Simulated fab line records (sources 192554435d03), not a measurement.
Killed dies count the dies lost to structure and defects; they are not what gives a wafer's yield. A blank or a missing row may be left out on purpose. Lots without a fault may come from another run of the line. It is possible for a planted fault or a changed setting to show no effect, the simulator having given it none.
fab line records    flow n5Finfet
[record] lots = 24  wafers = 72  lastDay = 18
route steps=1938 shown BEOL_M5@1136 BEOL_M6@1207
lots untouched by any fault: they come from a run of this same line in which no faults occurred
startH: start of the lot's first displayed wafer, in hours after the record's first day    waitH: hours from the lot's prior step to this one    " the same as in the row above    L1.1+2: several wafers, shown together as one row    - no value present, or no start provided    * or withheld: withheld    < > ~ a bound
route shown NAME@n: a module of which the file shows steps, and the number in the route of the first    usual: average and standard deviation across the fault-free wafers    same: alike in all rows    chamber/n: place in a boat    sites: per-site readings    _std_site: standard deviation across them    _edge_site: outer sites' mean less inner sites'    radiusMm: how far each site lies from the wafer's centre    mask NAME#n: copy n    behind: tool/chamber where the wafer was last shaped    hold: what put the lot on hold/how long, in hours/how the hold closed    device: the transistor (n, p or np) that didn't switch    end of line: tests of these same wafers at the route's end    a step without rows: its recipe alone    killed: not the wafer's yield, but the dies lost to structure and defects at the first sort    map: per-die view of a wafer (x killed, . not killed, _ where there is no die)
set.NAME: the setting that was run; set.NAME@STEP: the one run at that earlier step    model.NAME: the simulator's own value behind a step, which no gauge read
the route's steps for a sample of lots (tables are steps, rows are wafers)
services: from which hour (startH, from the record's first day; less than 0 if before it) a tool's chamber was out of use, for how many hours, and why
[[steps]]
[step N5_BEOL_M5_HM_OPEN_17]
[recipe] chemistry = Cl2/BCl3  targetDepthA = 200  overetchA = 60  target = TiN  maskMaterial = SOC  ionEnergyEv = 150  pressureMtorr = 10  icpW = 1000  biasW = 126  Cl2_flow_sccm = 53.25  bcl3FlowSccm = 21.75  Ar_flow_sccm = 25
[usual] drypumpMotorCurrentA = 5.9/0.45  mfcCl2Sccm = 53.27/0.14  oesProductAu = 0.62/0.096  throttleValvePct = 22.44/0.22
lot.wafer  tool         chamber  startH  waitH  drypumpMotorCurrentA  mfcCl2Sccm  oesProductAu  rfHoursCounterH  throttleValvePct
L075.1     rieMetal-01  1        171.53  0.0    6.3                   53.20       0.56          101              22.69
L075.4     "            0        "       "      5.5                   53.29       0.54          -                22.38
L075.6     "            0        "       "      5.5                   53.10       0.55          -                22.37
L074.2     rieMetal-01  1        176.04  0.0    6.4                   53.57       0.56          102              22.67
L074.3     "            1        "       "      6.4                   53.46       0.57          -                22.68
L074.4     "            0        "       "      5.6                   53.75       0.54          -                22.36
L077.2     rieMetal-03  0        183.12  0.0    6.2                   53.33       0.72          25               22.45
L077.4     "            1        "       "      5.1                   53.37       0.67          -                22.05
L077.5     "            1        "       "      5.1                   53.25       0.66          -                22.04
L076.2     rieMetal-02  0        183.35  0.0    5.9                   53.31       0.55          109              22.37
L076.3     "            1        "       "      5.6                   53.22       0.55          -                22.66
L076.5     "            1        "       "      5.6                   53.07       0.55          -                22.65
L078.2     rieMetal-01  0        202.89  0.0    5.6                   53.26       0.54          111              22.37
L078.5     "            0        "       "      5.5                   53.22       0.54          -                22.39
L078.6     "            1        "       "      6.3                   53.35       0.55          -                22.69
L079.2     rieMetal-03  0        206.10  0.0    6.2                   53.26       0.72          27               22.45
L079.4     "            0        "       "      6.2                   53.37       0.71          -                22.45
L079.6     "            0        "       "      6.2                   53.33       0.70          -                22.46
L081.3     rieMetal-03  1        213.03  0.1    5.1                   53.21       0.66          -                22.05
L081.5     "            1        "       "      5.1                   53.32       0.66          -                22.04
L081.6     "            0        "       "      6.2                   53.46       0.71          -                22.44
L082.1     rieMetal-01  1        218.92  0.0    6.4                   53.17       0.56          106              22.71
L082.2     "            0        "       "      5.6                   53.33       0.54          114              22.38
L082.3     "            1        "       "      6.4                   53.21       0.56          -                22.69
L080.4     rieMetal-01  0        222.80  0.1    5.6                   53.51       0.54          -                22.39
L080.5     "            0        "       "      5.5                   53.34       0.54          -                22.39
L080.6     "            1        "       "      6.4                   53.37       0.55          -                22.69
L083.1     rieMetal-01  1        234.30  0.0    6.4                   53.16       0.56          108              22.70
L083.3     "            1        "       "      6.4                   52.97       0.56          -                22.70
L083.4     "            1        "       "      6.3                   53.24       0.55          -                22.69
L086.1     rieMetal-01  1        240.28  0.0    6.4                   53.32       0.55          108              22.70
L086.2     "            1        "       "      6.3                   53.10       0.55          -                22.70
L086.4     "            1        "       "      6.4                   53.19       0.55          -                22.71
L084.3     rieMetal-01  1        244.37  0.1    6.4                   53.27       0.55          -                22.69
L084.4     "            1        "       "      6.4                   53.32       0.55          -                22.69
L084.6     "            1        "       "      6.4                   53.30       0.55          -                22.70
L085.2     rieMetal-01  1        244.61  0.1    6.4                   53.44       0.55          -                22.71
L085.4     "            1        "       "      6.4                   53.29       0.55          -                22.69
L085.6     "            1        "       "      6.4                   53.32       0.55          -                22.70
L087.1     rieMetal-03  0        247.19  0.0    6.2                   53.08       0.70          34               22.46
L087.3     "            0        "       "      6.2                   53.14       0.71          -                22.45
L087.6     "            1        "       "      5.1                   53.22       0.65          -                22.07
L088.2     rieMetal-02  1        252.68  0.0    5.6                   53.12       0.54          125              22.68
L088.3     "            0        "       "      5.9                   53.38       0.55          -                22.35
L088.6     "            1        "       "      5.6                   53.21       0.55          -                22.65
L089.1     rieMetal-03  0        264.36  0.0    6.2                   53.40       0.70          35               22.45
L089.2     "            1        "       "      5.2                   53.23       0.64          56               22.07
L089.3     "            1        "       "      5.1                   53.16       0.65          -                22.07
L090.1     rieMetal-01  1        266.82  0.0    6.4                   53.22       0.55          111              22.71
L090.2     "            0        "       "      5.5                   53.21       0.82          1                22.29
L090.3     "            0        "       "      5.5                   53.20       0.82          -                22.31
L092.4     rieMetal-02  1        274.40  0.1    5.6                   53.33       0.83          -                22.27
L092.5     "            1        "       "      5.6                   53.04       0.83          -                22.27
L092.6     "            0        "       "      5.9                   53.27       0.53          -                22.38
L091.1     rieMetal-02  0        288.92  0.0    5.9                   53.29       0.52          119              22.40
L091.2     "            1        "       "      5.6                   53.31       0.83          2                22.26
L091.6     "            1        "       "      5.6                   53.12       0.83          -                22.26
L093.1     rieMetal-02  1        289.98  0.0    5.6                   53.33       0.82          2                22.27
L093.5     "            0        "       "      5.9                   52.98       0.54          -                22.36
L093.6     "            1        "       "      5.6                   53.38       0.82          -                22.27
L094.3     rieMetal-02  1        292.62  0.1    5.6                   53.28       0.80          -                22.27
L094.4     "            0        "       "      5.9                   53.31       0.52          -                22.40
L094.6     "            1        "       "      5.6                   53.12       0.80          -                22.28
L095.2     rieMetal-03  1        303.54  0.0    5.1                   53.30       0.65          60               22.06
L095.3     "            0        "       "      6.2                   53.28       0.69          -                22.48
L095.6     "            1        "       "      5.1                   53.27       0.64          -                22.06
L096.1     rieMetal-01  0        306.67  0.0    5.6                   53.16       0.80          5                22.29
L096.4     "            0        "       "      5.6                   53.16       0.80          -                22.29
L096.6     "            0        "       "      5.5                   53.23       0.79          -                22.29
L097.1     rieMetal-03  0        325.32  0.0    6.1                   53.15       0.70          40               22.45
L097.2     "            1        "       "      5.1                   53.47       0.64          62               22.08
L097.4     "            1        "       "      5.1                   53.36       0.63          -                22.08
[step N5_BEOL_M5_OVL_MEAS_29]
[recipe] pointsPerWafer = 522
[usual] V4_OVL = 0.2/0.69
[same] pointsPerWafer = 522
lot.wafer  tool        chamber  startH  waitH  V4_OVL[nm]
L075.1     overlay-01  0        173.93  0.0    0.8
L075.4     "           0        "       "      0.0
L075.6     "           0        "       "      1.3
L074.2     overlay-02  0        176.87  0.0    -0.7
L074.3     "           0        "       "      -0.9
L074.4     "           0        "       "      -1.0
L076.2     overlay-01  0        184.39  0.0    0.5
L076.3     "           0        "       "      0.5
L076.5     "           0        "       "      0.6
L077.2     overlay-02  0        184.57  0.0    0.8
L077.4     "           0        "       "      0.1
L077.5     "           0        "       "      1.0
L078.2     overlay-02  0        204.49  0.0    1.0
L078.5     "           0        "       "      1.2
L078.6     "           0        "       "      0.2
L079.2     overlay-02  0        207.12  0.0    -1.1
L079.4     "           0        "       "      -0.3
L079.6     "           0        "       "      -1.0
L081.3     overlay-02  0        213.87  0.0    -0.8
L081.5     "           0        "       "      0.3
L081.6     "           0        "       "      0.2
L082.1     overlay-02  0        221.73  0.0    0.8
L082.2     "           0        "       "      1.0
L082.3     "           0        "       "      0.5
L080.4     overlay-01  0        225.06  0.0    2.3
L080.5     "           0        "       "      0.0
L080.6     "           0        "       "      0.5
L083.1     overlay-01  0        235.55  0.0    0.3
L083.3     "           0        "       "      0.7
L083.4     "           0        "       "      -0.4
L086.1     overlay-01  0        242.71  0.0    0.6
L086.2     "           0        "       "      -0.1
L086.4     "           0        "       "      0.2
L084.3     overlay-02  0        245.15  0.0    -0.4
L084.4     "           0        "       "      1.1
L084.6     "           0        "       "      -0.2
L085.2     overlay-02  0        245.58  0.0    0.8
L085.4     "           0        "       "      0.4
L085.6     "           0        "       "      0.8
L087.1     overlay-02  0        251.18  0.0    0.4
L087.3     "           0        "       "      0.0
L087.6     "           0        "       "      -0.2
L088.2     overlay-01  0        254.94  0.0    -0.2
L088.3     "           0        "       "      0.1
L088.6     "           0        "       "      0.5
L089.1     overlay-01  0        265.23  0.0    0.8
L089.2     "           0        "       "      -1.1
L089.3     "           0        "       "      0.3
L090.1     overlay-01  0        267.53  0.0    0.4
L090.2     "           0        "       "      0.3
L090.3     "           0        "       "      0.3
L092.4     overlay-02  0        278.36  0.0    1.2
L092.5     "           0        "       "      -0.2
L092.6     "           0        "       "      -0.8
L091.1     overlay-01  0        290.21  0.0    0.4
L091.2     "           0        "       "      0.6
L091.6     "           0        "       "      0.2
L093.1     overlay-01  0        291.11  0.0    0.6
L093.5     "           0        "       "      0.5
L093.6     "           0        "       "      0.7
L094.3     overlay-01  0        294.37  0.0    -0.1
L094.4     "           0        "       "      -0.1
L094.6     "           0        "       "      -0.5
L095.2     overlay-02  0        304.07  0.0    1.0
L095.3     "           0        "       "      1.2
L095.6     "           0        "       "      1.6
L096.1     overlay-02  0        307.83  0.0    0.8
L096.4     "           0        "       "      0.4
L096.6     "           0        "       "      0.3
L097.1     overlay-01  0        328.06  0.0    -0.6
L097.2     "           0        "       "      0.3
L097.4     "           0        "       "      0.1
[step N5_BEOL_M5_CURE_80]
[recipe] tempC = 370  timeS = 120  ambient = DMADMS/He  material = SiCOH_lowk
[usual] lampPowerPct = 52.31/0.058  wafer_temp_C_max = 371.7/0.49
lot.wafer  tool       chamber  startH  waitH  lampPowerPct  wafer_temp_C_max
L075.1     uvCure-03  0        175.36  0.0    52.36         371.1
L075.4     "          0        "       "      52.23         371.4
L075.6     "          0        "       "      52.27         371.7
L074.2     uvCure-02  0        178.54  0.1    52.35         372.0
L074.3     "          0        "       "      52.28         372.3
L074.4     "          0        "       "      52.42         372.1
L076.2     uvCure-03  0        185.14  0.1    52.24         371.6
L076.3     "          0        "       "      52.24         372.2
L076.5     "          0        "       "      52.34         371.7
L077.2     uvCure-03  1        185.53  0.1    52.28         371.6
L077.4     "          1        "       "      52.32         371.7
L077.5     "          1        "       "      52.32         371.4
L078.2     uvCure-01  2        206.15  0.4    52.34         372.0
L078.5     "          2        "       "      52.37         372.7
L078.6     "          2        "       "      52.26         372.3
L079.2     uvCure-01  0        209.03  0.7    52.29         372.0
L079.4     "          0        "       "      52.34         372.1
L079.6     "          0        "       "      52.31         372.1
L081.3     uvCure-01  1        215.27  0.7    52.32         371.6
L081.5     "          1        "       "      52.30         371.1
L081.6     "          1        "       "      52.28         372.4
L082.1     uvCure-02  1        222.51  0.0    52.31         371.2
L082.2     "          1        "       "      52.37         371.6
L082.3     "          1        "       "      52.39         371.2
L080.4     uvCure-02  1        226.15  0.3    52.33         370.9
L080.5     "          1        "       "      52.27         371.1
L080.6     "          1        "       "      52.28         370.9
L083.1     uvCure-02  1        236.45  0.0    52.40         371.4
L083.3     "          1        "       "      52.34         371.6
L083.4     "          1        "       "      52.36         371.6
L086.1     uvCure-01  0        243.42  0.0    52.20         371.9
L086.2     "          0        "       "      52.49         371.7
L086.4     "          0        "       "      52.36         371.3
L084.3     uvCure-03  2        246.20  0.1    52.23         372.3
L084.4     "          2        "       "      52.22         372.4
L084.6     "          2        "       "      52.37         372.7
L085.2     uvCure-01  0        246.41  0.1    52.31         371.0
L085.4     "          0        "       "      52.43         371.5
L085.6     "          0        "       "      52.28         372.5
L087.1     uvCure-01  1        251.89  0.0    52.34         371.6
L087.3     "          1        "       "      52.34         371.5
L087.6     "          1        "       "      52.39         371.7
L088.2     uvCure-03  0        255.75  0.1    52.36         371.3
L088.3     "          0        "       "      52.40         371.8
L088.6     "          0        "       "      52.32         372.2
L089.1     uvCure-01  2        265.99  0.0    52.34         371.8
L089.2     "          2        "       "      52.31         371.3
L089.3     "          2        "       "      52.35         371.4
L090.1     uvCure-01  1        268.54  0.0    52.33         372.0
L090.2     "          1        "       "      52.23         371.5
L090.3     "          1        "       "      52.32         371.9
L092.4     uvCure-02  1        279.37  0.2    52.21         370.6
L092.5     "          1        "       "      52.42         371.1
L092.6     "          1        "       "      52.20         371.0
L091.1     uvCure-01  0        290.92  0.0    52.34         371.5
L091.2     "          0        "       "      52.29         371.3
L091.6     "          0        "       "      52.33         371.8
L093.1     uvCure-01  2        292.26  0.0    52.27         372.2
L093.5     "          2        "       "      52.30         372.5
L093.6     "          2        "       "      52.24         371.3
L094.3     uvCure-03  0        295.60  0.6    52.28         371.6
L094.4     "          0        "       "      52.29         371.7
L094.6     "          0        "       "      52.20         372.0
L095.2     uvCure-02  2        304.92  0.1    52.36         371.0
L095.3     "          2        "       "      52.39         370.6
L095.6     "          2        "       "      52.33         371.7
L096.1     uvCure-01  0        308.56  0.0    52.17         371.1
L096.4     "          0        "       "      52.22         371.9
L096.6     "          0        "       "      52.32         371.9
L097.1     uvCure-01  0        328.77  0.0    52.31         371.7
L097.2     "          0        "       "      52.34         371.8
L097.4     "          0        "       "      52.33         372.4
[step N5_BEOL_M5_ANNEAL_82]
[recipe] tempC = 400  timeS = 1800  ambient = vacuum
[usual] heaterPowerW = 832/110
lot.wafer  tool           chamber  startH  waitH  heaterPowerW
L075.1     pvdSputter-03  -        179.26  0.0    897
L075.4     "              -        "       "      876
L075.6     "              -        "       "      714
L074.2     pvdSputter-02  -        182.12  0.0    927
L074.3     "              -        "       "      876
L074.4     "              -        "       "      923
L076.2     pvdSputter-03  -        188.08  0.0    1044
L076.3     "              -        "       "      709
L076.5     "              -        "       "      922
L077.2     pvdSputter-01  -        188.26  0.0    813
L077.4     "              -        "       "      675
L077.5     "              -        "       "      781
L078.2     pvdSputter-01  -        208.73  0.0    763
L078.5     "              -        "       "      747
L078.6     "              -        "       "      668
L079.2     pvdSputter-03  -        211.56  0.0    726
L079.4     "              -        "       "      1065
L079.6     "              -        "       "      911
L081.3     pvdSputter-03  -        219.44  0.0    1054
L081.5     "              -        "       "      873
L081.6     "              -        "       "      1030
L082.1     pvdSputter-03  -        224.87  0.0    1033
L082.2     "              -        "       "      863
L082.3     "              -        "       "      713
L080.4     pvdSputter-03  -        229.30  0.0    1062
L080.5     "              -        "       "      880
L080.6     "              -        "       "      1091
L083.1     pvdSputter-02  -        240.38  0.0    913
L083.3     "              -        "       "      885
L083.4     "              -        "       "      923
L086.1     pvdSputter-02  -        246.17  0.0    922
L086.2     "              -        "       "      903
L086.4     "              -        "       "      947
L084.3     pvdSputter-01  -        248.30  0.0    777
L084.4     "              -        "       "      739
L084.6     "              -        "       "      686
L085.2     pvdSputter-03  -        249.22  0.0    870
L085.4     "              -        "       "      1052
L085.6     "              -        "       "      706
L087.1     pvdSputter-01  -        254.45  0.0    721
L087.3     "              -        "       "      665
L087.6     "              -        "       "      788
L088.2     pvdSputter-03  -        258.43  0.0    698
L088.3     "              -        "       "      1019
L088.6     "              -        "       "      708
L089.1     pvdSputter-02  -        269.03  0.0    918
L089.2     "              -        "       "      678
L089.3     "              -        "       "      870
L090.1     pvdSputter-03  -        271.11  0.0    708
L090.2     "              -        "       "      907
L090.3     "              -        "       "      863
L092.4     pvdSputter-02  -        281.58  0.0    920
L092.5     "              -        "       "      686
L092.6     "              -        "       "      890
L091.1     pvdSputter-02  -        293.34  0.0    947
L091.2     "              -        "       "      690
L091.6     "              -        "       "      839
L093.1     pvdSputter-03  -        294.56  0.0    1037
L093.5     "              -        "       "      916
L093.6     "              -        "       "      702
L094.3     pvdSputter-01  -        297.92  0.0    681
L094.4     "              -        "       "      789
L094.6     "              -        "       "      739
L095.2     pvdSputter-02  -        307.17  0.0    887
L095.3     "              -        "       "      924
L095.6     "              -        "       "      685
L096.1     pvdSputter-01  -        311.00  0.0    666
L096.4     "              -        "       "      764
L096.6     "              -        "       "      766
L097.1     pvdSputter-02  -        331.40  0.0    905
L097.2     "              -        "       "      687
L097.4     "              -        "       "      855
[step N5_BEOL_M5_INSPECT_58]
[recipe] inspectInstrument = darkfield  mode = postDep
[usual] rawDefectCount = 70/24
lot.wafer  tool              chamber  startH  waitH  rawDefectCount
L075.1     defectInspect-01  -        183.58  0.0    53
L075.4     "                 -        "       "      61
L075.6     "                 -        "       "      67
L074.2     defectInspect-02  -        186.38  0.0    60
L074.3     "                 -        "       "      36
L074.4     "                 -        "       "      28
L076.2     defectInspect-01  -        192.34  0.0    42
L076.3     "                 -        "       "      63
L076.5     "                 -        "       "      52
L077.2     defectInspect-02  -        192.52  0.0    108
L077.4     "                 -        "       "      90
L077.5     "                 -        "       "      110
L078.2     defectInspect-01  -        213.04  0.0    56
L078.5     "                 -        "       "      47
L078.6     "                 -        "       "      85
L079.2     defectInspect-01  -        215.86  0.0    76
L079.4     "                 -        "       "      53
L079.6     "                 -        "       "      53
L081.3     defectInspect-02  -        223.74  0.0    59
L081.5     "                 -        "       "      43
L081.6     "                 -        "       "      39
L082.1     defectInspect-01  -        230.12  0.0    43
L082.2     "                 -        "       "      79
L082.3     "                 -        "       "      79
L080.4     defectInspect-02  -        233.59  0.0    63
L080.5     "                 -        "       "      42
L080.6     "                 -        "       "      56
L083.1     defectInspect-02  -        244.69  0.0    54
L083.3     "                 -        "       "      48
L083.4     "                 -        "       "      64
L086.1     defectInspect-01  -        250.44  0.0    84
L086.2     "                 -        "       "      65
L086.4     "                 -        "       "      69
L084.3     defectInspect-02  -        252.56  0.0    48
L084.4     "                 -        "       "      69
L084.6     "                 -        "       "      135
L085.2     defectInspect-02  -        253.49  0.0    78
L085.4     "                 -        "       "      51
L085.6     "                 -        "       "      67
L087.1     defectInspect-02  -        259.18  0.0    76
L087.3     "                 -        "       "      54
L087.6     "                 -        "       "      75
L088.2     defectInspect-02  -        262.70  0.0    67
L088.3     "                 -        "       "      63
L088.6     "                 -        "       "      81
L089.1     defectInspect-02  -        273.97  0.0    44
L089.2     "                 -        "       "      72
L089.3     "                 -        "       "      95
L090.1     defectInspect-02  -        276.31  0.0    59
L090.2     "                 -        "       "      47
L090.3     "                 -        "       "      95
L092.4     defectInspect-01  -        286.26  0.0    60
L092.5     "                 -        "       "      100
L092.6     "                 -        "       "      44
L091.1     defectInspect-02  -        297.72  0.0    87
L091.2     "                 -        "       "      65
L091.6     "                 -        "       "      47
L093.1     defectInspect-01  -        298.83  0.0    68
L093.5     "                 -        "       "      85
L093.6     "                 -        "       "      57
L094.3     defectInspect-02  -        302.33  0.0    72
L094.4     "                 -        "       "      115
L094.6     "                 -        "       "      49
L095.2     defectInspect-01  -        312.16  0.0    91
L095.3     "                 -        "       "      131
L095.6     "                 -        "       "      155
L096.1     defectInspect-02  -        315.26  0.0    40
L096.4     "                 -        "       "      62
L096.6     "                 -        "       "      70
L097.1     defectInspect-01  -        335.72  0.0    107
L097.2     "                 -        "       "      80
L097.4     "                 -        "       "      93
[step N5_BEOL_M6_CD_MEAS_11]
[recipe] targetCdNm = 38.5  landingEnergyEv = 500  detector = seInlens  polarity = opening
[usual] cdNm = 38.7/0.46
lot.wafer  tool      chamber  startH  waitH  cdNm
L075.1     cdSem-03  0        184.67  -      38.3
L075.4     "         0        "       "      38.5
L075.6     "         0        "       "      38.8
L074.2     cdSem-03  0        191.43  -      39.6
L074.3     "         0        "       "      38.9
L074.4     "         0        "       "      38.4
L076.2     cdSem-02  0        193.79  -      38.3
L076.3     "         0        "       "      38.6
L076.5     "         0        "       "      37.8
L077.2     cdSem-03  0        193.96  -      38.7
L077.4     "         0        "       "      39.2
L077.5     "         0        "       "      39.1
L078.2     cdSem-01  0        215.23  -      38.3
L078.5     "         0        "       "      38.8
L078.6     "         0        "       "      38.7
L079.2     cdSem-03  0        218.19  -      38.4
L079.4     "         0        "       "      38.7
L079.6     "         0        "       "      38.9
L081.3     cdSem-01  0        226.14  -      38.6
L081.5     "         0        "       "      39.3
L081.6     "         0        "       "      39.0
L082.1     cdSem-02  0        232.41  -      38.5
L082.2     "         0        "       "      38.4
L082.3     "         0        "       "      38.3
L080.4     cdSem-01  0        236.23  -      39.0
L080.5     "         0        "       "      38.7
L080.6     "         0        "       "      38.1
L083.1     cdSem-03  0        246.85  -      38.9
L083.3     "         0        "       "      38.6
L083.4     "         0        "       "      38.7
L086.1     cdSem-03  0        252.42  -      38.0
L086.2     "         0        "       "      38.4
L086.4     "         0        "       "      38.3
L084.3     cdSem-02  0        255.93  -      39.0
L084.4     "         0        "       "      38.8
L084.6     "         0        "       "      38.6
L085.2     cdSem-01  0        256.12  -      38.9
L085.4     "         0        "       "      38.6
L085.6     "         0        "       "      38.8
L087.1     cdSem-02  0        263.26  -      38.7
L087.3     "         0        "       "      38.5
L087.6     "         0        "       "      39.2
L088.2     cdSem-02  0        264.20  -      37.8
L088.3     "         0        "       "      37.4
L088.6     "         0        "       "      38.4
L089.1     cdSem-01  0        275.32  -      38.5
L089.2     "         0        "       "      38.6
L089.3     "         0        "       "      38.8
L090.1     cdSem-01  0        278.45  -      39.1
L090.2     "         0        "       "      39.4
L090.3     "         0        "       "      38.6
L092.4     cdSem-01  0        288.81  -      38.8
L092.5     "         0        "       "      38.1
L092.6     "         0        "       "      38.8
L091.1     cdSem-01  0        300.05  -      37.8
L091.2     "         0        "       "      38.5
L091.6     "         0        "       "      38.6
L093.1     cdSem-01  0        300.49  -      39.2
L093.5     "         0        "       "      38.6
L093.6     "         0        "       "      39.0
L094.3     cdSem-01  0        305.24  -      39.0
L094.4     "         0        "       "      39.5
L094.6     "         0        "       "      38.8
L095.2     cdSem-01  0        314.27  -      37.9
L095.3     "         0        "       "      38.6
L095.6     "         0        "       "      38.9
L096.1     cdSem-03  0        317.32  -      38.0
L096.4     "         0        "       "      37.9
L096.6     "         0        "       "      38.8
L097.1     cdSem-03  0        338.25  -      39.4
L097.2     "         0        "       "      39.0
L097.4     "         0        "       "      38.6
[[services]]
tool           chamber  startH  hours  kind
rieMetal-02    -        152.42  0.4    repair
uvCure-03      -        179.65  0.4    repair
rieMetal-03    -        181.71  0.5    repair
uvCure-03      -        183.24  0.6    repair
uvCure-01      -        202.40  0.3    repair
uvCure-03      -        202.90  12.5   repair
rieMetal-02    -        210.46  2.8    pm
uvCure-01      -        227.77  2.8    pm
uvCure-02      -        231.73  3.9    repair
rieMetal-01    0        233.82  -      clean
rieMetal-01    0        233.82  21.1   scheduledDown
rieMetal-01    0        233.82  21.1   ventCycle
rieMetal-02    1        253.66  -      clean
rieMetal-02    1        253.66  11.0   scheduledDown
rieMetal-02    1        253.66  11.0   ventCycle
pvdSputter-01  -        260.51  3.0    repair
uvCure-03      -        269.42  7.5    pm
uvCure-02      -        284.96  2.9    repair
rieMetal-02    0        295.13  -      clean
rieMetal-02    0        295.13  32.6   scheduledDown
rieMetal-02    0        295.13  32.6   ventCycle
[[key]]
fault none
